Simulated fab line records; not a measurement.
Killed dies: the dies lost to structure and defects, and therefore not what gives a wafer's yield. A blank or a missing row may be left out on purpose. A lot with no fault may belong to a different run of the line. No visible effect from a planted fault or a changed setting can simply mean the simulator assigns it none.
Which of the tools did it?	flow nand-harc	24 lots, 72 wafers sampled, at 6 steps of a route of 1302

## WHAT THE GAUGES READ, wafer by wafer
The record lacks any reading of a measuring or inspecting step that a usual standard deviation could be used to judge.

## WHICH TOOL RAN EACH LOT (tool, then ch and the chambers of the sampled wafers, then the start)
lot	NHARC_A_STAIRCASE_HM_DEP_456	NHARC_A_STAIRCASE_ETCH_313	NHARC_A_STAIRCASE_CMP_450	NHARC_A_SLIT_ETCH_29	NHARC_A_WL_FILL_ALD_00	NHARC_A_WL_FILL_ETCHBACK_05
L075	acl-dep-03 ch 0, day 16 12:02	rie-diel-02 ch 0,1,3, day 17 06:16	cmp-03 ch 0,1,2, day 19 11:51	rie-diel-03 ch 1,2,3, day 20 12:44	ald-hk-03 ch 0,1,2, day 20 20:00	rie-metal-03 ch 0,1, day 20 21:33
L074	acl-dep-03 ch 0, day 16 13:53	rie-diel-02 ch 1,2, day 17 08:01	cmp-01 ch 0,3, day 19 12:04	rie-diel-07 ch 1,2,3, day 20 10:32	ald-hk-03 ch 0,1,2, day 20 17:50	rie-metal-01 ch 0,1, day 20 19:22
L076	acl-dep-03 ch 0, day 17 10:18	rie-diel-04 ch 1,2, day 18 01:53	cmp-03 ch 0,1,2, day 20 02:40	rie-diel-03 ch 0,2,3, day 20 23:11	ald-hk-02 ch 1,3, day 21 06:25	rie-metal-01 ch 0,1, day 21 07:58
L078	acl-dep-03 ch 0, day 17 17:10	rie-diel-02 ch 2,3, day 18 09:25	cmp-03 ch 2,3, day 20 08:56	rie-diel-07 ch 1,2, day 21 06:40	ald-hk-04 ch 0,1, day 21 13:50	rie-metal-03 ch 0,1, day 21 15:23
L079	acl-dep-02 ch 0, day 17 20:35	rie-diel-12 ch 1,3, day 18 14:59	cmp-03 ch 0,1,3, day 20 17:37	rie-diel-11 ch 0,3, day 21 13:48	ald-hk-02 ch 1,2,3, day 21 21:15	rie-metal-03 ch 0,1, day 21 22:45
L077	acl-dep-02 ch 0, day 17 23:01	rie-diel-04 ch 0,1,3, day 18 13:47	cmp-03 ch 1,2, day 20 17:54	rie-diel-07 ch 0,2,3, day 21 14:17	ald-hk-04 ch 0,1,2, day 21 21:10	rie-metal-01 ch 0,1, day 21 22:39
L080	acl-dep-02 ch 0, day 18 17:18	rie-diel-02 ch 0,1,3, day 19 13:31	cmp-01 ch 0,2,3, day 21 14:02	rie-diel-11 ch 2,3, day 22 15:47	ald-hk-03 ch 1,3, day 22 22:57	rie-metal-03 ch 0,1, day 23 00:31
L081	acl-dep-01 ch 0, day 19 07:38	rie-diel-02 ch 0,1,2, day 19 23:28	cmp-01 ch 2,3, day 22 02:13	rie-diel-03 ch 1,2,3, day 22 22:22	ald-hk-03 ch 1,2, day 23 05:34	rie-metal-03 ch 0,1, day 23 07:07
L083	acl-dep-02 ch 0, day 19 14:53	rie-diel-02 ch 0,2,3, day 20 06:32	cmp-01 ch 0,1,3, day 22 08:40	rie-diel-03 ch 0,1,2, day 23 09:57	ald-hk-03 ch 0,2,3, day 23 17:10	rie-metal-02 ch 0,1, day 23 19:00
L082	acl-dep-01 ch 0, day 19 16:20	rie-diel-12 ch 1,2,3, day 20 09:18	cmp-04 ch 2,3, day 22 09:23	rie-diel-07 ch 0,1,3, day 23 06:34	ald-hk-03 ch 2,3, day 23 13:46	rie-metal-01 ch 0,1, day 23 15:17
L084	acl-dep-01 ch 0, day 20 10:27	rie-diel-04 ch 0,1,2, day 21 01:20	cmp-01 ch 0,3, day 23 02:05	rie-diel-03 ch 0,3, day 23 23:08	ald-hk-02 ch 0,1,2, day 24 06:20	rie-metal-02 ch 1, day 24 08:15
L085	acl-dep-01 ch 0, day 21 04:38	rie-diel-04 ch 0,1,2, day 21 18:00	cmp-03 ch 0,1, day 23 14:33	rie-diel-07 ch 0,1, day 24 13:43	ald-hk-02 ch 0,1,3, day 24 20:59	rie-metal-01 ch 0,1, day 24 22:41
L086	acl-dep-02 ch 0, day 21 11:42	rie-diel-04 ch 0,1, day 22 05:15	cmp-04 ch 0,1,3, day 24 01:05	rie-diel-11 ch 0,1,2, day 24 22:35	ald-hk-03 ch 0,3, day 25 05:49	rie-metal-03 ch 0,1, day 25 07:26
L087	acl-dep-03 ch 0, day 21 20:26	rie-diel-02 ch 0,1,2, day 22 11:52	cmp-01 ch 1,2, day 24 15:17	rie-diel-11 ch 0,1,2, day 25 16:37	ald-hk-04 ch 0,2,3, day 25 23:52	rie-metal-02 ch 0,1, day 26 01:24
L089	acl-dep-02 ch 0, day 22 13:10	rie-diel-02 ch 1,2, day 23 06:05	cmp-03 ch 2,3, day 25 04:10	rie-diel-07 ch 1,2, day 26 04:43	ald-hk-02 ch 0,2,3, day 26 13:24	rie-metal-03 ch 0,1, day 26 14:56
L088	acl-dep-03 ch 0, day 22 16:17	rie-diel-02 ch 0,2,3, day 23 10:06	cmp-04 ch 0,1,2, day 25 04:14	rie-diel-03 ch 1,2,3, day 26 03:04	ald-hk-03 ch 1,2, day 26 10:20	rie-metal-01 ch 0,1, day 26 12:03
L091	acl-dep-03 ch 0, day 23 01:45	rie-diel-04 ch 0,1, day 23 17:35	cmp-03 ch 0,2,3, day 25 23:10	rie-diel-03 ch 0,1,2, day 27 01:43	ald-hk-03 ch 2,3, day 27 08:56	rie-metal-01 ch 0,1, day 27 12:45
L090	acl-dep-03 ch 0, day 23 05:37	rie-diel-04 ch 2,3, day 23 20:15	cmp-01 ch 0,3, day 25 23:17	rie-diel-11 ch 0,1,3, day 27 02:00	ald-hk-02 ch 1,3, day 27 08:56	rie-metal-03 ch 0,1, day 27 12:08
L092	acl-dep-02 ch 0, day 23 13:29	rie-diel-02 ch 0,1, day 24 08:07	cmp-01 ch 2,3, day 26 14:33	rie-diel-07 ch 1,2,3, day 27 10:41	ald-hk-02 ch 0,2,3, day 27 18:27	rie-metal-01 ch 0,1, day 27 20:15
L093	acl-dep-02 ch 0, day 23 16:09	rie-diel-02 ch 0,2,3, day 24 11:37	cmp-04 ch 0,1,3, day 26 14:16	rie-diel-11 ch 0,2,3, day 27 12:08	ald-hk-02 ch 0,1,3, day 27 18:34	rie-metal-03 ch 0,1, day 27 20:52
L094	acl-dep-03 ch 0, day 24 13:08	rie-diel-04 ch 1,2, day 25 02:03	cmp-03 ch 0,1, day 27 01:14	rie-diel-11 ch 0,1, day 27 21:37	ald-hk-02 ch 0,3, day 28 04:52	rie-metal-03 ch 0,1, day 28 06:23
L095	acl-dep-01 ch 0, day 25 08:27	rie-diel-12 ch 0,3, day 26 02:22	cmp-04 ch 1,2,3, day 28 02:37	rie-diel-03 ch 0,1,2, day 28 22:27	ald-hk-04 ch 1,2,3, day 29 05:40	rie-metal-03 ch 1, day 29 07:13
L096	acl-dep-02 ch 0, day 25 09:09	rie-diel-02 ch 0,2, day 26 01:57	cmp-03 ch 0,1,3, day 28 02:18	rie-diel-11 ch 0,1,2, day 28 23:40	ald-hk-03 ch 2,3, day 29 05:40	rie-metal-01 ch 0,1, day 29 07:13
L097	acl-dep-02 ch 0, day 26 05:34	rie-diel-02 ch 0,2,3, day 27 01:11	cmp-04 ch 0,3, day 29 00:19	rie-diel-07 ch 1,2,3, day 29 23:39	ald-hk-03 ch 2,3, day 30 08:50	rie-metal-02 ch 0,1, day 30 10:21
- NHARC_A_STAIRCASE_HM_DEP_456: deposits aC, target thk 3100 nm.
- NHARC_A_STAIRCASE_ETCH_313: etches the open film in CF4/CHF3.
- NHARC_A_STAIRCASE_CMP_450: polishes SiO2, target thk 200 nm.
- NHARC_A_SLIT_ETCH_29: etches the open film in CF4/O2, target depth 100 nm, overetch 10 nm, time 55 s.
- NHARC_A_WL_FILL_ALD_00: deposits Al2O3, target thk 3 nm, pulse time 3 s, ald cycles 30.
- NHARC_A_WL_FILL_ETCHBACK_05: etches the open film in Cl2/BCl3, target depth 22 nm, time 60 s.

## AS READ BY THE TOOLS THEMSELVES (means over the sampled wafers that have a number; for cases with no such wafer, the mark the record gives instead)
NHARC_A_STAIRCASE_HM_DEP_456.
lot	tool	throttle-valve-pct (%)
L075	acl-dep-03	35.001
L074	acl-dep-03	34.999
L076	acl-dep-03	35.013
L078	acl-dep-03	35.000
L079	acl-dep-02	34.997
L077	acl-dep-02	35.007
L080	acl-dep-02	34.999
L081	acl-dep-01	34.995
L083	acl-dep-02	34.997
L082	acl-dep-01	34.998
L084	acl-dep-01	34.992
L085	acl-dep-01	34.999
L086	acl-dep-02	34.994
L087	acl-dep-03	35.002
L089	acl-dep-02	35.001
L088	acl-dep-03	35.001
L091	acl-dep-03	35.001
L090	acl-dep-03	35.002
L092	acl-dep-02	35.013
L093	acl-dep-02	34.995
L094	acl-dep-03	35.011
L095	acl-dep-01	35.003
L096	acl-dep-02	34.995
L097	acl-dep-02	34.993

NHARC_A_STAIRCASE_ETCH_313.
lot	tool	drypump-motor-current-A (A)	oes-product-au (a.u.)	rf-vpp-V (V)	showerhead-plenum-p-Torr (Torr)	throttle-valve-pct (%)
L075	rie-diel-02	5.8	0.924	371.3	1.60	16.801
L074	rie-diel-02	5.4	0.917	371.2	1.58	16.798
L076	rie-diel-04	6.1	0.921	375.1	1.70	16.798
L078	rie-diel-02	5.6	0.987	371.8	1.61	16.805
L079	rie-diel-12	6.4	0.957	372.4	1.62	16.802
L077	rie-diel-04	5.8	0.922	372.7	1.63	16.802
L080	rie-diel-02	5.8	0.927	372.8	1.60	16.814
L081	rie-diel-02	5.8	0.920	371.5	1.59	16.800
L083	rie-diel-02	5.9	0.924	371.6	1.61	16.803
L082	rie-diel-12	6.0	0.970	371.4	1.58	16.800
L084	rie-diel-04	5.9	0.921	372.6	1.64	16.795
L085	rie-diel-04	5.9	0.932	373.0	1.64	16.805
L086	rie-diel-04	5.5	0.933	370.9	1.59	16.807
L087	rie-diel-02	5.7	0.930	370.7	1.58	16.811
L089	rie-diel-02	5.2	0.922	370.1	1.56	16.793
L088	rie-diel-02	5.9	0.926	371.0	1.60	16.807
L091	rie-diel-04	5.8	0.962	373.5	1.63	16.805
L090	rie-diel-04	6.2	0.972	373.3	1.66	16.804
L092	rie-diel-02	5.6	0.923	370.8	1.58	16.793
L093	rie-diel-02	5.9	0.919	371.8	1.60	16.812
L094	rie-diel-04	6.1	0.919	373.9	1.68	16.801
L095	rie-diel-12	5.9	0.938	372.8	1.64	16.800
L096	rie-diel-02	6.3	0.949	371.8	1.60	16.799
L097	rie-diel-02	5.9	0.924	371.2	1.59	16.802

NHARC_A_STAIRCASE_CMP_450.
lot	tool	edge-zone-pressure-frac	motor-current-A (A)
L075	cmp-03	1.000	11.2
L074	cmp-01	1.000	11.3
L076	cmp-03	0.998	11.7
L078	cmp-03	1.005	12.5
L079	cmp-03	0.997	11.6
L077	cmp-03	0.998	12.2
L080	cmp-01	1.000	10.9
L081	cmp-01	1.007	11.2
L083	cmp-01	1.004	12.4
L082	cmp-04	1.001	11.9
L084	cmp-01	1.000	11.4
L085	cmp-03	0.999	11.0
L086	cmp-04	0.998	11.4
L087	cmp-01	1.000	13.1
L089	cmp-03	1.004	12.4
L088	cmp-04	0.998	11.6
L091	cmp-03	1.000	11.8
L090	cmp-01	1.001	11.0
L092	cmp-01	1.007	11.3
L093	cmp-04	1.001	11.4
L094	cmp-03	0.999	10.7
L095	cmp-04	1.005	11.2
L096	cmp-03	0.996	11.8
L097	cmp-04	0.997	12.2

NHARC_A_SLIT_ETCH_29.
lot	tool	drypump-motor-current-A (A)	oes-product-au (a.u.)	rf-vpp-V (V)	showerhead-plenum-p-Torr (Torr)	throttle-valve-pct (%)
L075	rie-diel-03	5.8	0.995	198.6	1.37	13.405
L074	rie-diel-07	6.2	1.008	198.0	1.33	13.401
L076	rie-diel-03	5.8	1.005	198.6	1.35	13.400
L078	rie-diel-07	6.4	1.001	196.5	1.33	13.396
L079	rie-diel-11	5.4	1.003	199.7	1.40	13.400
L077	rie-diel-07	6.0	1.002	197.4	1.32	13.394
L080	rie-diel-11	6.1	1.009	198.6	1.43	13.402
L081	rie-diel-03	5.8	1.003	198.2	1.37	13.391
L083	rie-diel-03	5.7	1.003	198.0	1.34	13.391
L082	rie-diel-07	6.0	1.010	197.0	1.30	13.390
L084	rie-diel-03	5.9	1.006	197.4	1.33	13.401
L085	rie-diel-07	6.2	1.011	197.6	1.30	13.400
L086	rie-diel-11	5.9	1.007	196.7	1.35	13.400
L087	rie-diel-11	6.0	1.011	197.9	1.35	13.393
L089	rie-diel-07	6.4	1.003	198.3	1.35	13.400
L088	rie-diel-03	5.8	0.996	199.1	1.37	13.401
L091	rie-diel-03	5.8	1.006	197.6	1.34	13.398
L090	rie-diel-11	5.6	1.000	198.0	1.36	13.411
L092	rie-diel-07	6.2	1.007	198.0	1.32	13.400
L093	rie-diel-11	5.7	1.003	199.0	1.39	13.393
L094	rie-diel-11	5.6	0.990	198.3	1.32	13.387
L095	rie-diel-03	5.8	1.004	197.8	1.34	13.393
L096	rie-diel-11	6.0	0.995	198.4	1.35	13.396
L097	rie-diel-07	6.2	1.004	197.8	1.32	13.407

NHARC_A_WL_FILL_ALD_00.
lot	tool	heater-power-w (W)	precursor-pulse-height-rel
L075	ald-hk-03	470	0.998
L074	ald-hk-03	466	1.012
L076	ald-hk-02	431	0.997
L078	ald-hk-04	483	1.000
L079	ald-hk-02	433	0.994
L077	ald-hk-04	447	0.996
L080	ald-hk-03	417	1.002
L081	ald-hk-03	459	1.006
L083	ald-hk-03	494	1.005
L082	ald-hk-03	466	0.994
L084	ald-hk-02	464	0.991
L085	ald-hk-02	418	0.996
L086	ald-hk-03	477	1.006
L087	ald-hk-04	435	0.998
L089	ald-hk-02	434	1.010
L088	ald-hk-03	419	0.997
L091	ald-hk-03	490	0.976
L090	ald-hk-02	426	1.003
L092	ald-hk-02	427	1.003
L093	ald-hk-02	421	0.998
L094	ald-hk-02	419	1.017
L095	ald-hk-04	453	0.990
L096	ald-hk-03	500	0.988
L097	ald-hk-03	496	0.998

NHARC_A_WL_FILL_ETCHBACK_05.
lot	tool	drypump-motor-current-A (A)	oes-product-au (a.u.)	temp-c (C)
L075	rie-metal-03	5.80	0.991	40.05
L074	rie-metal-01	5.80	0.998	40.01
L076	rie-metal-01	5.78	1.005	40.03
L078	rie-metal-03	5.80	1.003	40.02
L079	rie-metal-03	5.97	0.997	40.11
L077	rie-metal-01	5.78	0.999	40.07
L080	rie-metal-03	5.96	0.997	39.91
L081	rie-metal-03	5.82	1.004	40.04
L083	rie-metal-02	5.91	0.987	39.99
L082	rie-metal-01	5.79	1.011	39.99
L084	rie-metal-02	6.56	0.990	40.00
L085	rie-metal-01	5.79	0.998	40.06
L086	rie-metal-03	5.98	1.007	40.11
L087	rie-metal-02	6.22	1.002	39.86
L089	rie-metal-03	5.96	1.001	40.09
L088	rie-metal-01	5.79	0.999	40.09
L091	rie-metal-01	5.79	0.987	39.98
L090	rie-metal-03	5.79	1.003	40.04
L092	rie-metal-01	5.80	0.992	39.95
L093	rie-metal-03	5.79	1.002	39.96
L094	rie-metal-03	5.95	1.007	40.07
L095	rie-metal-03	6.12	1.005	40.08
L096	rie-metal-01	5.78	0.994	39.99
L097	rie-metal-02	5.95	0.997	40.00

## THE ANSWER, worked out from the rows above alone
Rule: usual is defined by the lots themselves. The widest of any qualifying gaps counts: lots, ordered by their means at a reading, are off when they make up no more than a third of the lots, leave a main group of 4 or more, and stand apart from it by 3 or more times the standard deviation of that group's means. A main group is skipped when, at the precision printed for the reading in the tables above, its means are all equal. Also off: a lot with no number at a reading for which 4 or more lots have one. Any other lot the step has rows for is counted as sound. After the gauges, taken in route order, come the tools' own readings; for these a lot's mean is taken, as printed above. At the first step where some lot is off, the reading lying furthest off is the one used; lots without a number count as furthest.
No lot is off at any reading shown: from this, nothing can be told.

## WHAT THE SIMULATOR PUT IN
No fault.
